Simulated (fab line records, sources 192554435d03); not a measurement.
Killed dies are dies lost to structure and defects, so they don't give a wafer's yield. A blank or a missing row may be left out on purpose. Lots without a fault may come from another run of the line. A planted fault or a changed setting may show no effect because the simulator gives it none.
fab line records | flow n5_finfet
record lots=7 wafers=21
route steps=1938 shown BEOL_M2@879 BEOL_M3@957 BEOL_M4@1053
start_h: hours from the record's first day to the start of the lot's first wafer shown | wait_h: hours since the lot's step before | " the same as in the row above | L1.1+2: a row that stands for several wafers | - no value, or no start given | * or withheld: withheld | < > ~ a bound
route shown NAME@n: a module of which the file shows steps, and the number in the route of the first | usual: mean/standard deviation of fault-free wafers | same: alike in all rows | chamber/n: place in a boat | sites: the reading at each site | _std_site: their standard deviation | _edge_site: outer sites' mean less inner sites' | radius_mm: how far each site lies from the wafer's centre | mask NAME#n: copy n | behind: the tool/chamber that last shaped the wafer | hold: why the lot was held/for how many hours/how that ended | device: the transistor (n, p or np) that didn't switch | end of line: the same wafers' tests at the end of the route | a step without rows: its recipe alone | killed: dies lost to structure and defects at the first sort, not the wafer's yield | map: a wafer's dies, x killed, . not, _ none there
set.NAME: the setting as run; set.NAME@STEP: as run at that earlier step | model.NAME: the simulator's own value behind a step, which no gauge read
lots whose settings were changed on purpose; a table a step, a row a wafer
## steps
# step N5_BEOL_M2_DESCUM_33
# recipe chemistry=O2 time_s=7 source_power_w=50 bias_power_w=20 pressure_mtorr=20 rf_frequency_hz=2.712e+07 temp_c=40 resist=CAR-EUV o2_flow_sccm=225
# columns lot.wafer tool chamber start_h wait_h set.time_s model.CAR-EUV_of_BEOL_M2_COAT_22.thk_nm
L075.2 rie_diel-06 0 140.48 0.0 7 25.8
L075.3 " 1 " " 6.343 26.2
L075.6 " 1 " " 7 26
L083.1 rie_diel-03 1 200.41 0.0 7 26.2
L083.4+5 " 3,0 " " 6.069 26.6
L086.3 rie_diel-02 1 210.81 0.0 7 26.2
L086.5 " 3 " " 7 26
L086.6 " 0 " " 5.715 26.8
L087.2 rie_diel-03 2 211.01 0.0 7 26
L087.3+6 " 3,1 " " 7 26.2
L091.2 rie_diel-02 2 247.09 0.0 8.114 25.6
L091.3 " 1 " " 7 26.4
L091.5 " 0 " " 8.114 25.8
L093.2 rie_diel-03 1 250.53 0.2 7 26.2
L093.5+6 " 1,0 " " 7.741 25.8
L095.2+3 rie_diel-03 2,3 272.27 0.0 7 26.2
L095.6 " 1 " " 7 26
# step N5_BEOL_M2_ETCH_77
# recipe chemistry=N2/H2 target=underlayer target_depth_a=65 mask_material=CAR-EUV time_s=5.2 ion_energy_ev=200 pressure_mtorr=30 source_w=840 bias_w=150 n2_flow_sccm=200 h2_flow_sccm=200 ends=cleared
# columns lot.wafer tool chamber start_h wait_h set.time_s@BEOL_M2_DESCUM_33 model.CAR-EUV_of_BEOL_M2_COAT_22.thk_nm
L075.2 rie_diel-06 0 140.52 0.0 7 20.2
L075.3 " 1 " " 6.343 20.6
L075.6 " 1 " " 7 20.4
L083.1 rie_diel-03 1 200.45 0.0 7 20.4
L083.4+5 " 3,0 " " 6.069 20.8
L086.3+5 rie_diel-02 1,3 210.84 0.0 7 20.4
L086.6 " 0 " " 5.715 21
L087.2+3+6 rie_diel-03 2,3,1 211.04 0.0 7 20.4
L091.2 rie_diel-02 2 247.12 0.0 8.114 19.8
L091.3 " 1 " " 7 20.6
L091.5 " 0 " " 8.114 20
L093.2 rie_diel-03 1 250.57 0.0 7 20.6
L093.5 " 1 " " 7.741 20.2
L093.6 " 0 " " 7.741 20
L095.2+3+6 rie_diel-03 2,3,1 272.30 0.0 7 20.4
# step N5_BEOL_M2_ETCH_69
# recipe chemistry=CF4 target=SiARC target_depth_a=156 mask_material=CAR-EUV time_s=26 ion_energy_ev=80 pressure_mtorr=40 source_w=545 bias_w=36 Ar_flow_sccm=100 cf4_flow_sccm=100 ends=cleared
# columns lot.wafer tool chamber start_h wait_h set.time_s@BEOL_M2_DESCUM_33 model.CAR-EUV_of_BEOL_M2_COAT_22.thk_nm
L075.2 rie_diel-06 0 140.53 0.0 7 11
L075.3 " 1 " " 6.343 11.4
L075.6 " 1 " " 7 11.2
L083.1 rie_diel-03 1 200.46 0.0 7 11.2
L083.4+5 " 3,0 " " 6.069 11.6
L086.3 rie_diel-02 1 210.86 0.0 7 11.2
L086.5 " 3 " " 7 11
L086.6 " 0 " " 5.715 11.6
L087.2 rie_diel-03 2 211.06 0.0 7 11
L087.3+6 " 3,1 " " 7 11.2
L091.2 rie_diel-02 2 247.14 0.0 8.114 10.6
L091.3 " 1 " " 7 11.4
L091.5 " 0 " " 8.114 10.8
L093.2 rie_diel-03 1 250.59 0.0 7 11.4
L093.5+6 " 1,0 " " 7.741 11
L095.2+3+6 rie_diel-03 2,3,1 272.32 0.0 7 11.2
# step N5_BEOL_M2_ALD_98
# recipe material=SiO2 target_thk_a=25 temp_c=100 ald_precursor_family=BDEAS ald_co_reactant=O2-plasma pulse_time_s=1 co_reactant_pulse_time_s=1 purge_time_s=2 co_reactant_purge_time_s=2 ald_cycles=17 pressure_torr=2
# columns lot.wafer tool chamber start_h wait_h set.ald_cycles model.SiO2_of_BEOL_M2_ALD_98.thk_nm
L075.2+3 ald_sin-03 2,1 140.62 0.1 17 2.6
L075.6 " 1 " " 15 2.2
L083.1+5 ald_sin-02 1,0 200.55 0.1 19 2.8
L083.4 " 0 " " 17 2.4
L086.3+6 ald_sin-02 3 211.14 0.3 19 2.8
L086.5 " 0 " " 17 2.4
L087.2+6 ald_sin-04 0,2 211.17 0.1 17 2.6
L087.3 " 3 " " 17 2.4
L091.2 ald_sin-04 2 247.47 0.3 17 2.6
L091.3+5 " 0,2 " " 19 2.8
L093.2+6 ald_sin-04 3,1 250.67 0.1 16 2.4
L093.5 " 2 " " 17 2.6
L095.2+3+6 ald_sin-04 2,3,3 272.46 0.1 17 2.6
# step N5_BEOL_M2_ETCHBACK_99
# recipe chemistry=CHF3 target=SiO2 target_depth_a=50 time_s=10.4 source_w=215 bias_w=47 Ar_flow_sccm=200 CHF3_flow_sccm=12 ion_energy_ev=100 pressure_mtorr=30
# columns lot.wafer tool chamber start_h wait_h set.time_s@BEOL_M2_DESCUM_33 model.CAR-EUV_of_BEOL_M2_COAT_22.thk_nm
L075.2 rie_diel-02 1 145.22 4.6 7 10.2
L075.3 " 3 " " 6.343 10.8
L075.6 " 3 " " 7 10.4
L083.1 rie_diel-06 3 205.41 4.8 7 10.6
L083.4 " 1 " " 6.069 10.8
L083.5 " 2 " " 6.069 11
L087.2+3+6 rie_diel-02 0,1,2 212.52 1.3 7 10.4
L086.3+5 rie_diel-03 3 212.54 1.3 7 10.4
L086.6 " 2 " " 5.715 11
L093.2 rie_diel-03 0 252.41 1.7 7 10.6
L093.5+6 " 1,2 " " 7.741 10.2
L091.2+5 rie_diel-02 1,2 257.70 10.2 8.114 10
L091.3 " 3 " " 7 10.6
L095.2+6 rie_diel-02 3 273.81 1.3 7 10.4
L095.3 " 1 " " 7 10.6
# step N5_BEOL_M3_COAT_67
# recipe resist=SOC temp_c=250 time_s=60 spin_rpm=1500 resist_thk_nm=60
# columns lot.wafer tool chamber start_h wait_h set.spin_rpm model.SOC_of_BEOL_M3_COAT_67.thk_nm
L075.2 litho_track-01 0 151.65 0.0 1500 59.8
L075.3 " 0 " " 1500 60
L075.6 " 0 " " 1404 62
L083.1 litho_track-04 0 211.88 0.0 1500 60
L083.4 " 0 " " 1500 59.8
L083.5 " 0 " " 1342 63
L087.2 litho_track-04 0 218.79 0.0 1395 62.4
L087.3+6 " 0 " " 1500 60
L086.3+5 litho_track-01 0 220.81 0.0 1622 57.8
L086.6 " 0 " " 1500 60
L093.2 litho_track-04 0 260.38 0.0 1500 60.2
L093.5 " 0 " " 1500 60
L093.6 " 0 " " 1425 61.6
L091.2 litho_track-03 0 263.73 0.0 1500 60
L091.3 " 0 " " 1500 60.4
L091.5 " 0 " " 1344 63.6
L095.2+3+6 litho_track-01 0 279.69 0.0 1500 60
# step N5_BEOL_M3_EXPOSE_25
# recipe mask_id=V2 na=0.33 source_shape=quasar sigma_inner=0.2 sigma_outer=0.8 polarization=unpolarized defocus_nm=5 dose_mj=63
# columns lot.wafer tool chamber start_h wait_h mask set.dose_mj
L075.2+6 euv_scanner-01 0 151.79 - V2#0 61.39
L075.3 " 0 " " V2#0 63
L083.1 euv_scanner-01 0 212.01 - V2#0 63
L083.4+5 " 0 " " V2#0 66.26
L087.2+6 euv_scanner-01 0 219.06 - V2#0 64.66
L087.3 " 0 " " V2#0 63
L086.3+5+6 euv_scanner-02 0 221.09 - V2#0 60.99
L093.2 euv_scanner-02 0 260.65 - V2#0 58.39
L093.5+6 " 0 " " V2#0 63
L091.2+3 euv_scanner-02 0 263.87 - V2#0 63
L091.5 " 0 " " V2#0 67.41
L095.2+3+6 euv_scanner-02 0 279.96 - V2#0 63
# step N5_BEOL_M3_PEB_26
# recipe peb_temp_c=100 peb_time_s=60 resist=CAR-EUV
# step N5_BEOL_M3_DEVELOP_27
# recipe develop_time_s=30 developer=TMAH resist=CAR-EUV rinse_liquid=surfactant_rinse dry=air_spin dev_temp_c=23
# step N5_BEOL_M3_CD_MEAS_28
# recipe target_cd_nm=25.7 landing_energy_ev=500 detector=se_inlens target_cd_y_nm=23.3 polarity=opening
# usual cd_nm=25.71/0.23
# columns lot.wafer tool chamber start_h wait_h set.dose_mj@BEOL_M3_EXPOSE_25 cd_nm
L075.2 cd_sem-02 0 151.93 - 61.39 25.23
L075.3 " 0 " " 63 25.57
L075.6 " 0 " " 61.39 25.22
L083.1 cd_sem-01 0 212.16 - 63 25.26
L083.4 " 0 " " 66.26 26.84
L083.5 " 0 " " 66.26 26.08
L087.2 cd_sem-01 0 219.20 - 64.66 26.14
L087.3 " 0 " " 63 25.30
L087.6 " 0 " " 64.66 26.20
L086.3 cd_sem-01 0 221.22 - 60.99 24.92
L086.5 " 0 " " 60.99 25.38
L086.6 " 0 " " 60.99 25.08
L093.2 cd_sem-01 0 260.79 - 58.39 24.59
L093.5 " 0 " " 63 25.25
L093.6 " 0 " " 63 25.69
L091.2 cd_sem-02 0 264.01 - 63 26.06
L091.3 " 0 " " 63 25.83
L091.5 " 0 " " 67.41 27.25
L095.2 cd_sem-03 0 280.10 - 63 25.61
L095.3 " 0 " " 63 25.71
L095.6 " 0 " " 63 25.74
# step N5_BEOL_M3_ALD_98
# recipe material=SiO2 target_thk_a=25 temp_c=100 ald_precursor_family=BDEAS ald_co_reactant=O2-plasma pulse_time_s=1 co_reactant_pulse_time_s=1 purge_time_s=2 co_reactant_purge_time_s=2 ald_cycles=17 pressure_torr=2
# step N5_BEOL_M3_ETCHBACK_99
# recipe chemistry=CHF3 target=SiO2 target_depth_a=50 time_s=10.4 source_w=215 bias_w=47 Ar_flow_sccm=200 CHF3_flow_sccm=12 ion_energy_ev=100 pressure_mtorr=30
# step N5_BEOL_M3_ETCH_70
# recipe chemistry=N2/H2 target=SOC target_depth_a=800 overetch_a=160 mask_material=SiARC temp_c=40 time_s=120 ion_energy_ev=200 pressure_mtorr=30 source_w=840 bias_w=150 n2_flow_sccm=200 h2_flow_sccm=200
# columns lot.wafer tool chamber start_h wait_h set.spin_rpm@BEOL_M3_COAT_67 model.etch.depth_nm
L075.2 rie_diel-04 2 156.48 0.0 1500 59.88
L075.3 " 0 " " 1500 59.94
L075.6 " 2 " " 1404 62.04
L083.1 rie_diel-04 1 213.42 0.0 1500 59.94
L083.4 " 2 " " 1500 59.8
L083.5 " 1 " " 1342 63.04
L087.2 rie_diel-01 3 224.69 0.0 1395 62.32
L087.3 " 1 " " 1500 59.96
L087.6 " 1 " " 1500 59.98
L086.3 rie_diel-05 1 224.89 0.0 1622 57.79
L086.5 " 0 " " 1622 57.74
L086.6 " 3 " " 1500 60
L093.2 rie_diel-05 1 266.55 0.0 1500 60.14
L093.5 " 1 " " 1500 60.07
L093.6 " 0 " " 1425 61.5
L091.2 rie_diel-04 3 266.58 0.0 1500 60.04
L091.3 " 2 " " 1500 60.34
L091.5 " 0 " " 1344 63.61
L095.2 rie_diel-04 0 283.93 0.0 1500 60.05
L095.3 " 2 " " 1500 60.09
L095.6 " 0 " " 1500 60.06
# step N5_BEOL_M4_EXPOSE_25
# recipe mask_id=V3 na=0.33 source_shape=quasar sigma_inner=0.2 sigma_outer=0.8 polarization=unpolarized defocus_nm=5 dose_mj=63
# columns lot.wafer tool chamber start_h wait_h mask set.dose_mj
L075.2+6 euv_scanner-01 0 163.31 - V3#0 63
L075.3 " 0 " " V3#0 67.68
L083.1+4 euv_scanner-01 0 221.05 - V3#0 60.79
L083.5 " 0 " " V3#0 63
L087.2+3+6 euv_scanner-01 0 231.75 - V3#0 63
L086.3 euv_scanner-01 0 234.16 - V3#0 63
L086.5+6 " 0 " " V3#0 60.24
L093.2+5 euv_scanner-02 0 274.62 - V3#0 63
L093.6 " 0 " " V3#0 64.9
L091.2+3 euv_scanner-02 0 275.25 - V3#0 63
L091.5 " 0 " " V3#0 60.16
L095.2+3+6 euv_scanner-02 0 290.37 - V3#0 63
# step N5_BEOL_M4_PEB_26
# recipe peb_temp_c=100 peb_time_s=60 resist=CAR-EUV
# step N5_BEOL_M4_DEVELOP_27
# recipe develop_time_s=30 developer=TMAH resist=CAR-EUV rinse_liquid=surfactant_rinse dry=air_spin dev_temp_c=23
# step N5_BEOL_M4_CD_MEAS_28
# recipe target_cd_nm=26.2 landing_energy_ev=500 detector=se_inlens target_cd_y_nm=24.1 polarity=opening
# usual cd_nm=26.13/0.24
# columns lot.wafer tool chamber start_h wait_h set.dose_mj@BEOL_M4_EXPOSE_25 cd_nm
L075.2 cd_sem-02 0 163.45 - 63 25.92
L075.3 " 0 " " 67.68 27.08
L075.6 " 0 " " 63 26.11
L083.1 cd_sem-02 0 221.20 - 60.79 25.36
L083.4 " 0 " " 60.79 25.33
L083.5 " 0 " " 63 26.00
L087.2 cd_sem-01 0 231.89 - 63 25.82
L087.3 " 0 " " 63 25.77
L087.6 " 0 " " 63 25.47
L086.3 cd_sem-01 0 234.29 - 63 26.20
L086.5 " 0 " " 60.24 25.33
L086.6 " 0 " " 60.24 25.31
L093.2 cd_sem-03 0 274.76 - 63 25.74
L093.5 " 0 " " 63 25.77
L093.6 " 0 " " 64.9 26.34
L091.2 cd_sem-02 0 275.38 - 63 26.15
L091.3 " 0 " " 63 26.17
L091.5 " 0 " " 60.16 25.55
L095.2 cd_sem-02 0 290.51 - 63 26.70
L095.3 " 0 " " 63 26.22
L095.6 " 0 " " 63 25.89
# step N5_BEOL_M4_DESCUM_33
# recipe chemistry=O2 time_s=7 source_power_w=50 bias_power_w=20 pressure_mtorr=20 rf_frequency_hz=2.712e+07 temp_c=40 resist=CAR-EUV o2_flow_sccm=225
# columns lot.wafer tool chamber start_h wait_h set.time_s model.CAR-EUV_of_BEOL_M4_COAT_22.thk_nm
L075.2+3+6 rie_diel-02 2,0,2 163.57 0.0 7 26
L083.1+5 rie_diel-03 0 221.32 0.0 7 26
L083.4 " 2 " " 5.673 26.8
L087.2+3+6 rie_diel-06 2,0,1 232.01 0.0 7 26
L086.3 rie_diel-06 3 234.41 0.0 7 26
L086.5+6 " 1,2 " " 7 26.2
L093.2+6 rie_diel-03 0,2 274.88 0.0 7 26
L093.5 " 3 " " 5.992 26.4
L091.2 rie_diel-06 0 275.51 0.0 7 26
L091.3+5 " 2 " " 7 26.2
L095.2+3+6 rie_diel-03 3,1,3 290.63 0.0 7 26
# step N5_BEOL_M4_ETCH_77
# recipe chemistry=N2/H2 target=underlayer target_depth_a=65 mask_material=CAR-EUV time_s=5.2 ion_energy_ev=200 pressure_mtorr=30 source_w=840 bias_w=150 n2_flow_sccm=200 h2_flow_sccm=200 ends=cleared
# step N5_BEOL_M4_ETCH_69
# recipe chemistry=CF4 target=SiARC target_depth_a=156 mask_material=CAR-EUV time_s=26 ion_energy_ev=80 pressure_mtorr=40 source_w=545 bias_w=36 Ar_flow_sccm=100 cf4_flow_sccm=100 ends=cleared
# step N5_BEOL_M4_ALD_98
# recipe material=SiO2 target_thk_a=25 temp_c=100 ald_precursor_family=BDEAS ald_co_reactant=O2-plasma pulse_time_s=1 co_reactant_pulse_time_s=1 purge_time_s=2 co_reactant_purge_time_s=2 ald_cycles=17 pressure_torr=2
# step N5_BEOL_M4_ETCHBACK_99
# recipe chemistry=CHF3 target=SiO2 target_depth_a=50 time_s=10.4 source_w=215 bias_w=47 Ar_flow_sccm=200 CHF3_flow_sccm=12 ion_energy_ev=100 pressure_mtorr=30
# columns lot.wafer tool chamber start_h wait_h set.time_s@BEOL_M4_DESCUM_33 model.CAR-EUV_of_BEOL_M4_COAT_22.thk_nm
L075.2+3+6 rie_diel-02 3,1,3 180.65 16.9 7 10.4
L083.1+5 rie_diel-02 1 236.52 14.8 7 10.4
L083.4 " 0 " " 5.673 11
L087.2+3+6 rie_diel-02 1,0,0 240.44 8.1 7 10.4
L086.3 rie_diel-06 2 244.88 9.5 7 10.4
L086.5+6 " 0,3 " " 7 10.6
L091.2+3+5 rie_diel-02 0,3,1 280.85 5.1 7 10.4
L093.2 rie_diel-03 2 283.71 8.6 7 10.2
L093.5 " 0 " " 5.992 10.8
L093.6 " 1 " " 7 10.4
L095.2+3+6 rie_diel-06 2,1,3 306.79 16.0 7 10.4
# step N5_BEOL_M4_ETCH_70
# recipe chemistry=N2/H2 target=SOC target_depth_a=800 overetch_a=240 mask_material=SiARC temp_c=40 time_s=130 ion_energy_ev=200 pressure_mtorr=30 source_w=840 bias_w=150 n2_flow_sccm=200 h2_flow_sccm=200
# usual rf_vpp_V=523.7/2.1
# columns lot.wafer tool chamber start_h wait_h set.bias_w rf_vpp_V model.SiARC_of_BEOL_M4_COAT_68.thk_nm
L075.2 rie_diel-02 3 180.68 0.0 176.3 583.5 4.8
L075.3 " 1 " " 150 522.2 6.2
L075.6 " 3 " " 150 526.7 6.2
L083.1 rie_diel-02 1 236.56 0.0 150 520.5 6
L083.4 " 0 " " 150 523.7 6.2
L083.5 " 1 " " 167.2 560.2 5.2
L087.2 rie_diel-02 1 240.48 0.0 150 523.2 6.2
L087.3 " 0 " " 150 523.9 6.2
L087.6 " 0 " " 172.4 569.7 5
L086.3 rie_diel-06 2 244.92 0.0 131.2 479.4 7
L086.5 " 0 " " 131.2 480.4 6.8
L086.6 " 3 " " 150 524.1 5.6
L091.2 rie_diel-02 0 280.88 0.0 130.7 478.8 7.2
L091.3 " 3 " " 150 526.1 6.2
L091.5 " 1 " " 150 521.3 6.2
L093.2 rie_diel-03 2 283.74 0.0 150 524.4 6
L093.5 " 0 " " 150 527.2 5.8
L093.6 " 1 " " 150 524.3 5.8
L095.2 rie_diel-06 2 306.83 0.0 150 521.1 6.2
L095.3 " 1 " " 150 520.5 5.8
L095.6 " 3 " " 150 523.3 5.8
## key
split step=N5_BEOL_M2_DESCUM_33 setting=time_s stated=7 by=wafer
response step=N5_BEOL_M2_DESCUM_33 reading=model.CAR-EUV_of_BEOL_M2_COAT_22.thk_nm change=-0.0376 per=1% r=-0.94
response step=N5_BEOL_M2_ETCH_77 reading=model.CAR-EUV_of_BEOL_M2_COAT_22.thk_nm change=-0.0368 per=1% r=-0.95
response step=N5_BEOL_M2_ETCH_69 reading=model.CAR-EUV_of_BEOL_M2_COAT_22.thk_nm change=-0.0338 per=1% r=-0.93
response step=N5_BEOL_M2_ETCHBACK_99 reading=model.CAR-EUV_of_BEOL_M2_COAT_22.thk_nm change=-0.0346 per=1% r=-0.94
split step=N5_BEOL_M2_ALD_98 setting=ald_cycles stated=17 by=wafer
response step=N5_BEOL_M2_ALD_98 reading=model.SiO2_of_BEOL_M2_ALD_98.thk_nm change=+0.03 per=1% r=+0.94
split step=N5_BEOL_M3_COAT_67 setting=spin_rpm stated=1500 by=wafer
response step=N5_BEOL_M3_COAT_67 reading=model.SOC_of_BEOL_M3_COAT_67.thk_nm change=-0.309 per=1% r=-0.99
response step=N5_BEOL_M3_ETCH_70 reading=model.etch.depth_nm change=-0.31 per=1% r=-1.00
split step=N5_BEOL_M3_EXPOSE_25 setting=dose_mj stated=63 by=wafer
response step=N5_BEOL_M3_CD_MEAS_28 reading=cd_nm change=+0.174 per=1% r=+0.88
split step=N5_BEOL_M4_EXPOSE_25 setting=dose_mj stated=63 by=wafer
response step=N5_BEOL_M4_CD_MEAS_28 reading=cd_nm change=+0.16 per=1% r=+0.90
split step=N5_BEOL_M4_DESCUM_33 setting=time_s stated=7 by=wafer
response step=N5_BEOL_M4_DESCUM_33 reading=model.CAR-EUV_of_BEOL_M4_COAT_22.thk_nm change=-0.0369 per=1% r=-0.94
response step=N5_BEOL_M4_ETCHBACK_99 reading=model.CAR-EUV_of_BEOL_M4_COAT_22.thk_nm change=-0.0328 per=1% r=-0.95
split step=N5_BEOL_M4_ETCH_70 setting=bias_w stated=150 by=wafer
response step=N5_BEOL_M4_ETCH_70 reading=rf_vpp_V change=+3.35 per=1% r=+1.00
response step=N5_BEOL_M4_ETCH_70 reading=model.SiARC_of_BEOL_M4_COAT_68.thk_nm change=-0.0832 per=1% r=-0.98
